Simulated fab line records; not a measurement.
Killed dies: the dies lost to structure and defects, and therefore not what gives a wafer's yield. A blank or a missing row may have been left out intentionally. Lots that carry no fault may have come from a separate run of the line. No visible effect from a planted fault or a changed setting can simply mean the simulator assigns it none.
fab line records ; flow nandHarc
[record] lots = 11; wafers = 33; lastDay = 24
route steps=1159 shown A_CHANNEL_HOLE_D1@466 END@1159
lots untouched by any fault: they come from a run of this same line in which no faults occurred
startH: hours from the record's opening day to when the first of the lot's shown wafers began ; waitH: hours from the lot's prior step to this one ; " identical to the entry in the row above ; L1.1+2: one row covering several wafers at once ; - no value, or no start given ; * or withheld: withheld ; < > ~ a bound
route shown NAME@n: NAME is a module with steps in the file, n the number in the route of the first one ; usual: the fault-free wafers' mean and standard deviation ; same: alike in all rows ; chamber/n: place in a boat ; sites: each site's reading ; _std_site: standard deviation across them ; _edge_site: mean of outer sites minus mean of inner sites ; radiusMm: for every site, how far away it sits from the centre of the wafer ; mask NAME#n: copy n ; behind: tool/chamber where the wafer was last shaped ; hold: reason for holding the lot/hours on hold/outcome of the hold ; device: the transistor (n, p or np) that didn't switch ; end of line: tests run on the same wafers once the route is complete ; for a step that has no rows: nothing shown but its recipe ; killed: at the first sort, the dies lost to defects and structure; wafer yield is something else ; map: dies across one wafer; x = killed, . = not, _ = none there
set.NAME: setting as actually run; set.NAME@STEP: the setting as run at that earlier step ; model.NAME: the simulator's own value behind a step, which no gauge read
route steps across a sampled set of lots; one table per step, one row per wafer
services: a tool's chamber out of use, with start hour (startH, from the record's first day; less than 0 if before it), hours out, and reason
[[steps]]
[step NHARC_A_CHANNEL_HOLE_D1_ETCH_38]
[recipe] targetDepthA = 390; overEtchFrac = 0.3; timeS = 65; ionEnergyEv = 80; cf4FlowSccm = 150; arFlowSccm = 0; rfW = 300; biasW = 100; chemistry = CF4
[usual] drypumpMotorCurrentA = 5.85/0.25; oesProductAu = 1.000/0.0091; rfVppV = 151.1/1.1; showerheadPlenumPTorr = 1.75/0.049; throttleValvePct = 13.285/0.01
lot.wafer;tool;chamber;startH;waitH;drypumpMotorCurrentA;oesProductAu;rfHoursCounterH;rfVppV;showerheadPlenumPTorr;throttleValvePct
L413.4;rieDiel-10;1;193.82;0.1;5.33;0.986;0;148.9;1.69;13.297
L413.3;rieDiel-10;2;193.82;0.1;5.82;0.999;0;150.3;1.74;13.281
L413.5;rieDiel-10;2;193.82;0.1;5.82;1.007;-;151.5;1.74;13.283
L415.2;rieDiel-10;0;196.03;0.1;5.88;0.986;0;153.5;1.81;13.284
L415.1;rieDiel-10;2;196.03;0.1;5.81;1.002;1;151.0;1.74;13.276
L415.6;rieDiel-10;3;196.03;0.1;6.18;0.991;-;150.4;1.73;13.288
L418.3;rieDiel-02;0;209.79;0.1;5.80;1.010;3;152.8;1.82;13.267
L418.2;rieDiel-02;3;209.79;0.1;5.90;0.986;3;151.6;1.71;13.290
L418.5;rieDiel-02;1;209.79;0.1;6.03;1.010;-;151.2;1.74;13.283
L416.2;rieDiel-10;2;212.10;0.1;5.84;1.006;2;150.5;1.74;13.282
L416.4;rieDiel-10;0;212.10;0.1;5.91;0.990;2;153.5;1.81;13.290
L416.6;rieDiel-10;1;212.10;0.1;5.34;0.991;-;150.7;1.69;13.291
L419.1;rieDiel-10;1;216.71;0.1;5.34;0.993;2;149.6;1.69;13.277
L419.3;rieDiel-10;0;216.71;0.1;5.87;0.992;3;152.5;1.81;13.283
L419.6;rieDiel-10;2;216.71;0.1;5.84;1.004;-;150.8;1.74;13.288
L423.2;rieDiel-10;1;248.26;0.1;5.34;1.007;4;149.6;1.69;13.281
L423.4;rieDiel-10;2;248.26;0.1;5.83;1.000;-;152.1;1.74;13.287
L423.5;rieDiel-10;1;248.26;0.1;5.35;1.002;-;149.9;1.69;13.297
L422.3;rieDiel-10;0;261.58;0.1;5.86;0.988;6;151.5;1.81;13.290
L422.1;rieDiel-10;1;261.58;0.1;5.32;1.006;5;149.2;1.69;13.290
L422.5;rieDiel-10;0;261.58;0.1;5.86;0.996;-;151.2;1.81;13.287
L427.2;rieDiel-06;2;270.68;0.1;5.88;1.006;2;151.3;1.78;13.303
L427.3;rieDiel-06;0;270.68;0.1;6.19;0.981;2;151.0;1.75;13.281
L427.1;rieDiel-06;1;270.68;0.1;5.85;1.004;1;151.7;1.77;13.270
L429.1;rieDiel-06;3;280.46;0.1;5.88;1.000;3;150.7;1.72;13.282
L429.3;rieDiel-06;2;280.46;0.1;5.82;1.009;3;150.9;1.78;13.281
L429.4;rieDiel-06;3;280.46;0.1;5.90;1.005;-;151.7;1.72;13.280
L433.3;rieDiel-02;0;303.54;0.1;5.79;1.001;9;151.5;1.82;13.272
L433.1;rieDiel-02;2;303.54;0.1;6.01;1.002;10;153.2;1.86;13.277
L433.5;rieDiel-02;0;303.54;0.1;5.75;1.000;-;151.6;1.82;13.288
L434.2;rieDiel-10;2;324.33;0.1;5.83;0.994;10;150.8;1.74;13.300
L434.1;rieDiel-10;3;324.33;0.1;6.15;0.993;9;149.1;1.73;13.274
L434.3;rieDiel-10;0;324.33;0.1;5.86;0.996;10;151.1;1.80;13.273
[step NHARC_A_CHANNEL_HOLE_D1_ETCH_34]
[recipe] targetDepthA = 1540; timeS = 77; cf4FlowSccm = 100; chf3FlowSccm = 30; arFlowSccm = 0; rfW = 500; biasW = 200; chemistry = CF4/CHF3
[usual] drypumpMotorCurrentA = 5.85/0.25; oesProductAu = 0.948/0.022; rfVppV = 370.1/1.7; showerheadPlenumPTorr = 1.56/0.045; throttleValvePct = 16.802/0.0085
lot.wafer;tool;chamber;startH;waitH;drypumpMotorCurrentA;oesProductAu;rfHoursCounterH;rfVppV;showerheadPlenumPTorr;throttleValvePct
L413.3;rieDiel-10;2;-;-;5.84;0.981;0;370.3;1.55;16.784
L413.4;rieDiel-10;0;-;-;5.89;0.965;0;372.3;1.61;16.810
L413.5;rieDiel-10;2;-;-;5.83;0.988;-;369.1;1.55;16.807
L415.2;rieDiel-10;2;-;-;5.83;0.976;1;370.0;1.55;16.806
L415.1;rieDiel-10;1;-;-;5.32;0.955;1;367.3;1.50;16.815
L415.6;rieDiel-10;2;-;-;5.86;0.983;-;370.6;1.55;16.799
L418.2;rieDiel-02;0;-;-;5.78;0.930;3;372.0;1.63;16.792
L418.3;rieDiel-02;3;-;-;5.92;0.921;3;367.9;1.52;16.788
L418.5;rieDiel-02;1;-;-;6.06;0.932;-;369.4;1.55;16.786
L416.4;rieDiel-10;0;-;-;5.90;0.939;2;372.6;1.61;16.802
L416.2;rieDiel-10;1;-;-;5.33;0.956;2;367.0;1.50;16.817
L416.6;rieDiel-10;0;-;-;5.89;0.952;-;372.3;1.61;16.796
L419.3;rieDiel-10;0;-;-;5.85;0.960;3;373.1;1.61;16.797
L419.1;rieDiel-10;1;-;-;5.34;0.975;3;366.9;1.50;16.804
L419.6;rieDiel-10;1;-;-;5.34;0.969;-;368.6;1.50;16.803
L423.2;rieDiel-10;2;-;-;5.82;0.965;5;369.3;1.55;16.818
L423.4;rieDiel-10;1;-;-;5.33;0.962;-;367.9;1.50;16.802
L423.5;rieDiel-10;2;-;-;5.85;0.961;-;368.0;1.55;16.796
L422.3;rieDiel-10;1;-;-;5.33;0.929;5;368.1;1.50;16.803
L422.1;rieDiel-10;0;-;-;5.89;0.927;6;371.4;1.61;16.803
L422.5;rieDiel-10;1;-;-;5.32;0.920;-;368.3;1.50;16.797
L427.2;rieDiel-06;2;-;-;5.84;0.979;2;370.8;1.58;16.804
L427.3;rieDiel-06;3;-;-;5.88;0.982;2;369.0;1.53;16.796
L427.1;rieDiel-06;0;-;-;6.17;0.965;2;367.8;1.56;16.792
L429.3;rieDiel-06;3;-;-;5.88;0.960;3;369.3;1.53;16.789
L429.1;rieDiel-06;2;-;-;5.86;0.968;3;371.2;1.58;16.807
L429.4;rieDiel-06;3;-;-;5.90;0.967;-;368.7;1.53;16.799
L433.1;rieDiel-02;3;-;-;5.90;0.915;11;368.9;1.52;16.808
L433.3;rieDiel-02;1;-;-;6.05;0.947;11;369.8;1.55;16.794
L433.5;rieDiel-02;3;-;-;5.89;0.920;-;369.3;1.52;16.794
L434.3;rieDiel-10;0;-;-;5.91;0.922;10;371.8;1.61;16.806
L434.2;rieDiel-10;2;-;-;5.83;0.929;10;369.6;1.54;16.808
L434.1;rieDiel-10;3;-;-;6.19;0.921;9;368.8;1.54;16.813
[step NHARC_A_CHANNEL_HOLE_D1_ETCH_20]
[recipe] biasV = 3000; sourceW = withheld; pressureMtorr = 20; timeS = 361.9; arFlowSccm = 375; c4f8FlowSccm = 89.3; o2FlowSccm = 35.7; tempC = -20; targetDepthA = 16000; chemistry = C4F8/O2/Ar
[usual] drypumpMotorCurrentA = 5.7/0.5; heBacksideLeakSccm = 5.36/0.28; showerheadPlenumPTorr = 3.67/0.098; throttleValvePct = 32.155/0.0094
lot.wafer;tool;chamber;startH;waitH;drypumpMotorCurrentA;heBacksideLeakSccm;rfHoursCounterH;showerheadPlenumPTorr;throttleValvePct
L413.4;harEtch-01;1;195.14;0.2;5.3;5.44;-;3.61;32.158
L413.3;harEtch-01;0;195.14;0.2;6.2;5.46;-;3.75;32.149
L413.5;harEtch-01;1;195.14;0.2;5.2;5.38;-;3.61;32.155
L415.2;harEtch-02;1;199.35;0.1;5.2;5.47;117;3.56;32.143
L415.1;harEtch-02;0;199.35;0.1;6.3;4.94;117;3.81;32.142
L415.6;harEtch-02;0;199.35;0.1;6.3;5.46;-;3.81;32.149
L418.2;harEtch-01;0;211.01;0.1;6.2;5.16;192;3.74;32.147
L418.3;harEtch-01;1;211.01;0.1;5.3;5.37;-;3.60;32.160
L418.5;harEtch-01;1;211.01;0.1;5.3;5.38;-;3.60;32.155
L416.2;harEtch-02;1;215.83;0.1;5.2;5.50;128;3.56;32.135
L416.4;harEtch-02;1;215.83;0.1;5.2;5.58;-;3.56;32.160
L416.6;harEtch-02;0;215.83;0.1;6.3;5.62;-;3.80;32.153
L419.1;harEtch-01;1;218.58;0.1;5.2;5.33;199;3.60;32.157
L419.3;harEtch-01;1;218.58;0.1;5.2;5.55;-;3.60;32.162
L419.6;harEtch-01;1;218.58;0.1;5.2;5.43;-;3.60;32.172
L423.2;harEtch-01;1;249.64;0.1;5.2;5.27;209;3.59;32.147
L423.4;harEtch-01;0;249.64;0.1;6.1;5.73;-;3.73;32.160
L423.5;harEtch-01;0;249.64;0.1;6.2;5.36;-;3.73;32.169
L422.1;harEtch-01;0;262.79;0.1;6.2;5.42;216;3.73;32.158
L422.3;harEtch-01;1;262.79;0.1;5.3;5.45;-;3.59;32.142
L422.5;harEtch-01;0;262.79;0.1;6.1;5.21;-;3.73;32.151
L427.2;harEtch-02;1;271.89;0.1;5.2;5.21;155;3.54;32.165
L427.1;harEtch-02;0;271.89;0.1;6.3;5.49;155;3.78;32.173
L427.3;harEtch-02;1;271.89;0.1;5.2;5.25;-;3.54;32.166
L429.1;harEtch-02;0;281.91;0.1;6.3;5.29;159;3.78;32.144
L429.3;harEtch-02;1;281.91;0.1;5.2;5.27;-;3.54;32.142
L429.4;harEtch-02;0;281.91;0.1;6.3;5.55;-;3.78;32.165
L433.1;harEtch-02;0;304.74;0.1;6.3;5.41;166;3.78;32.140
L433.3;harEtch-02;0;304.74;0.1;6.3;5.65;-;3.78;32.174
L433.5;harEtch-02;1;304.74;0.1;5.2;5.34;-;3.54;32.154
L434.2;harEtch-01;0;325.55;0.1;6.2;4.48;0;3.72;32.155
L434.1;harEtch-01;1;325.55;0.1;5.3;4.82;0;3.57;32.163
L434.3;harEtch-01;1;325.55;0.1;5.3;4.77;-;3.57;32.157
[step NHARC_A_CHANNEL_HOLE_D1_STRIP_27]
[recipe] o2FlowSccm = 500; arFlowSccm = 0; biasW = 0; chemistry = O2
[usual] drypumpMotorCurrentA = 5.89/0.23; oesProductAu = 0.999/0.0085; rfVppV = 57.7/0.87; showerheadPlenumPTorr = 3.50/0.09; throttleValvePct = 17.036/0.0092
lot.wafer;tool;chamber;startH;waitH;drypumpMotorCurrentA;oesProductAu;rfHoursCounterH;rfVppV;showerheadPlenumPTorr;throttleValvePct
L413.4;rieDiel-10;0;-;-;5.87;0.996;1;57.6;3.61;17.041
L413.3;rieDiel-10;2;-;-;5.86;1.010;2;58.0;3.47;17.034
L413.5;rieDiel-10;0;-;-;5.88;0.988;-;57.9;3.61;17.030
L415.2;rieDiel-02;2;-;-;6.02;1.014;3;58.6;3.71;17.027
L415.1;rieDiel-02;3;-;-;5.95;0.977;3;56.7;3.40;17.035
L415.6;rieDiel-02;1;-;-;6.05;1.016;-;57.9;3.47;17.032
L418.3;rieDiel-06;3;-;-;5.91;0.997;11;57.7;3.44;17.036
L418.2;rieDiel-06;1;-;-;5.88;0.993;10;56.6;3.54;17.037
L418.5;rieDiel-06;2;-;-;5.85;0.999;-;59.0;3.55;17.037
L416.4;rieDiel-10;3;-;-;6.21;0.989;4;57.5;3.45;17.027
L416.2;rieDiel-10;2;-;-;5.87;0.994;3;57.5;3.47;17.033
L416.6;rieDiel-10;0;-;-;5.90;0.988;-;58.0;3.60;17.032
L419.3;rieDiel-10;1;-;-;5.34;1.002;3;56.9;3.37;17.051
L419.1;rieDiel-10;0;-;-;5.88;0.997;4;56.9;3.60;17.025
L419.6;rieDiel-10;1;-;-;5.34;0.995;-;56.0;3.37;17.033
L423.2;rieDiel-06;1;-;-;5.90;1.011;1;57.1;3.54;17.027
L423.4;rieDiel-06;2;-;-;5.86;1.003;1;59.0;3.55;17.037
L423.5;rieDiel-06;1;-;-;5.88;1.003;-;57.7;3.54;17.016
L422.1;rieDiel-06;3;-;-;5.90;1.006;2;56.3;3.44;17.033
L422.3;rieDiel-06;0;-;-;6.17;0.982;1;57.6;3.49;17.048
L422.5;rieDiel-06;3;-;-;5.91;1.014;-;57.8;3.44;17.018
L427.3;rieDiel-06;2;-;-;5.86;1.006;3;56.8;3.55;17.043
L427.1;rieDiel-06;3;-;-;5.92;1.006;3;56.6;3.44;17.042
L427.2;rieDiel-06;0;-;-;6.18;0.989;2;56.9;3.49;17.032
L429.1;rieDiel-02;3;286.84;0.2;5.86;1.000;10;56.4;3.40;17.038
L429.4;rieDiel-02;1;286.84;0.2;6.05;1.021;-;57.6;3.47;17.030
L429.3;rieDiel-02;3;286.84;0.2;5.88;1.008;-;56.8;3.40;17.040
L433.3;rieDiel-02;1;-;-;6.05;1.010;12;58.3;3.47;17.038
L433.1;rieDiel-02;2;-;-;6.01;1.006;11;57.0;3.71;17.050
L433.5;rieDiel-02;3;-;-;5.91;1.001;-;55.5;3.40;17.011
L434.1;rieDiel-10;2;-;-;5.88;1.012;11;58.0;3.46;17.025
L434.2;rieDiel-10;3;-;-;6.22;0.988;10;58.5;3.45;17.041
L434.3;rieDiel-10;0;-;-;5.86;0.994;10;59.0;3.60;17.030
[step NHARC_A_CHANNEL_HOLE_D1_INSPECT_40]
[usual] rawDefectCount = 56/16
lot.wafer;tool;chamber;startH;waitH;rawDefectCount
L413.3;defectInspect-01;-;200.65;-;86
L413.4;defectInspect-01;-;200.65;-;92
L413.5;defectInspect-01;-;200.65;-;58
L415.1;defectInspect-02;-;204.94;-;36
L415.2;defectInspect-02;-;204.94;-;37
L415.6;defectInspect-02;-;204.94;-;35
L418.2;defectInspect-02;-;216.60;-;73
L418.3;defectInspect-02;-;216.60;-;59
L418.5;defectInspect-02;-;216.60;-;48
L416.2;defectInspect-01;-;221.40;-;60
L416.4;defectInspect-01;-;221.40;-;58
L416.6;defectInspect-01;-;221.40;-;52
L419.1;defectInspect-02;-;224.12;-;45
L419.3;defectInspect-02;-;224.12;-;53
L419.6;defectInspect-02;-;224.12;-;79
L423.2;defectInspect-02;-;255.22;-;328
L423.4;defectInspect-02;-;255.22;-;309
L423.5;defectInspect-02;-;255.22;-;313
L422.1;defectInspect-01;-;268.40;-;309
L422.3;defectInspect-01;-;268.40;-;330
L422.5;defectInspect-01;-;268.40;-;342
L427.1;defectInspect-02;-;277.48;-;42
L427.2;defectInspect-02;-;277.48;-;54
L427.3;defectInspect-02;-;277.48;-;50
L429.1;defectInspect-01;-;287.93;-;48
L429.3;defectInspect-01;-;287.93;-;42
L429.4;defectInspect-01;-;287.93;-;36
L433.1;defectInspect-01;-;310.52;-;79
L433.3;defectInspect-01;-;310.52;-;48
L433.5;defectInspect-01;-;310.52;-;66
L434.1;defectInspect-01;-;331.14;-;44
L434.2;defectInspect-01;-;331.14;-;48
L434.3;defectInspect-01;-;331.14;-;62
[step NHARC_END_SORT_01]
[recipe] tempC = 25
[usual] killedAtArray = 29/9.4; killedAtOther = 0.7/1.3; killedAtPeriphery = 2.9/2.1; killedDies = 32/9; killedOpen = 3.3/1.8; killedShort = 1.9/1.4
[same] grossDies = 677
lot.wafer;tool;chamber;startH;waitH;killedAtArray;killedAtOther;killedAtPeriphery;killedDies;killedOpen;killedShort
L423.2;prober-02;0;512.63;2.8;110;0;4;114;5;4
L423.4;prober-02;0;514.21;3.4;94;0;3;97;3;3
L423.5;prober-02;0;515.00;3.7;98;0;4;102;4;0
L422.1;prober-02;0;519.52;2.4;104;0;1;105;4;2
L422.3;prober-02;0;521.12;3.1;108;0;1;109;1;1
L422.5;prober-02;0;522.72;3.7;109;0;0;109;5;1
// killed by level:class
L423.2 A_CHANNEL_HOLE_D1:unspecified=68 A_SLIT:chamberFilmFlake=18 A_CHANNEL_HOLE_D1:chamberFilmFlake=10 A_STAIRCASE:chamberFilmFlake=7 A_WL_FILL:geometricParticle:short=2 P_GATE:geometricParticle:short=1 P_CONTACT:geometricParticle:open=1 P_M0:geometricParticle:open=1
L423.4 A_CHANNEL_HOLE_D1:unspecified=46 A_CHANNEL_HOLE_D1:chamberFilmFlake=18 A_SLIT:chamberFilmFlake=17 A_STAIRCASE:chamberFilmFlake=4 A_CONTACT:chamberFilmFlake=4 P_STI:geometricParticle:short=1 P_M1:geometricParticle:open=1 A_ONON_D1:geometricParticle:short=1
L423.5 A_CHANNEL_HOLE_D1:unspecified=60 A_CHANNEL_HOLE_D1:chamberFilmFlake=11 A_SLIT:chamberFilmFlake=11 A_STAIRCASE:chamberFilmFlake=10 A_CONTACT:chamberFilmFlake=5 P_CONTACT:geometricParticle:open=2 P_M0:geometricParticle:open=1 A_SGD_CUT:geometricParticle:open=1
L422.1 A_CHANNEL_HOLE_D1:unspecified=67 A_SLIT:chamberFilmFlake=15 A_CHANNEL_HOLE_D1:chamberFilmFlake=12 A_CHANNEL_FILL_D1:chamberFilmFlake=3 A_CHANNEL_FILL_D1:geometricParticle:open=2 A_WL_FILL:chamberFilmFlake=2 P_GATE:geometricParticle:open=1 A_CHANNEL_FILL_D1:geometricParticle:short=1
L422.3 A_CHANNEL_HOLE_D1:unspecified=71 A_CHANNEL_HOLE_D1:chamberFilmFlake=16 A_SLIT:chamberFilmFlake=16 A_WL_FILL:chamberFilmFlake=2 P_M2:geometricParticle:short=1 A_ONON_D1:geometricParticle:open=1 A_CHANNEL_FILL_D1:chamberFilmFlake=1 A_CONTACT:chamberFilmFlake=1
L422.5 A_CHANNEL_HOLE_D1:unspecified=72 A_CHANNEL_HOLE_D1:chamberFilmFlake=14 A_SLIT:chamberFilmFlake=11 A_CHANNEL_FILL_D1:geometricParticle:open=2 A_CHANNEL_FILL_D1:chamberFilmFlake=2 A_CONTACT:chamberFilmFlake=2 A_ONON_D1:geometricParticle:open=1 A_CHANNEL_HOLE_D1:geometricParticle:open=1
[[services]]
tool;chamber;startH;hours;kind
rieDiel-02;3;175.22;6.3;repair
harEtch-01;-;175.79;13.5;repair
rieDiel-10;-;176.50;9.0;pm
rieDiel-10;0;176.50;9.0;ventCycle
rieDiel-10;1;176.50;9.0;ventCycle
rieDiel-10;2;176.50;9.0;ventCycle
rieDiel-10;3;176.50;9.0;ventCycle
rieDiel-10;0;185.50;-;clean
rieDiel-10;1;185.50;-;clean
rieDiel-10;2;185.50;-;clean
rieDiel-10;3;185.50;-;clean
rieDiel-10;0;210.00;-;clean
rieDiel-10;3;233.23;27.6;repair
rieDiel-06;-;241.20;9.0;pm
rieDiel-02;3;242.07;2.6;repair
rieDiel-10;1;251.93;5.6;repair
rieDiel-06;-;265.38;0.5;repair
rieDiel-10;1;269.48;8.4;repair
rieDiel-02;2;276.61;13.7;repair
rieDiel-06;1;280.26;11.0;repair
rieDiel-02;0;285.70;17.1;repair
harEtch-02;-;293.99;3.9;repair
harEtch-01;-;308.44;17.0;pm
rieDiel-02;-;327.70;9.0;pm
[[key]]
[firstSign] step = NHARC_A_CHANNEL_HOLE_D1_INSPECT_40; reading = rawDefectCount; direction = up; sigmas = 16; usual = 56; struck = 322
[effect] step = NHARC_END_SORT_01; reading = killedDies; direction = up; sigmas = 8.2; usual = 32; struck = 106
[moreKillsBornAt] NHARC_A_CHANNEL_HOLE_D1_ETCH_38@rieDiel-10 = 384
metAt NHARC_A_CHANNEL_HOLE_D1_ETCH_38
struckLots L422,L423
testerLeftOut L422,L423
notActingAt NHARC_A_CHANNEL_HOLE_D1_ETCH_34,NHARC_A_CHANNEL_HOLE_D1_ETCH_20,NHARC_A_CHANNEL_HOLE_D1_STRIP_27
onsetBetween 216.71 248.26
[fault] kind = chamberParticleSource; tool = rieDiel-10; chamber = -; onsetH = 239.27; steps = NHARC_A_CHANNEL_HOLE_D1_ETCH_38; ratePerVisitCm2 = 0.39957; endH = 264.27
// testerLeftOut: of these lots the tester's yield and bins aren't shown, on N5 and GAA mostly nor the transistor test; their killed dies are dies lost to structure and defects alone, not to doping, threshold or leakage, so they don't give the yield
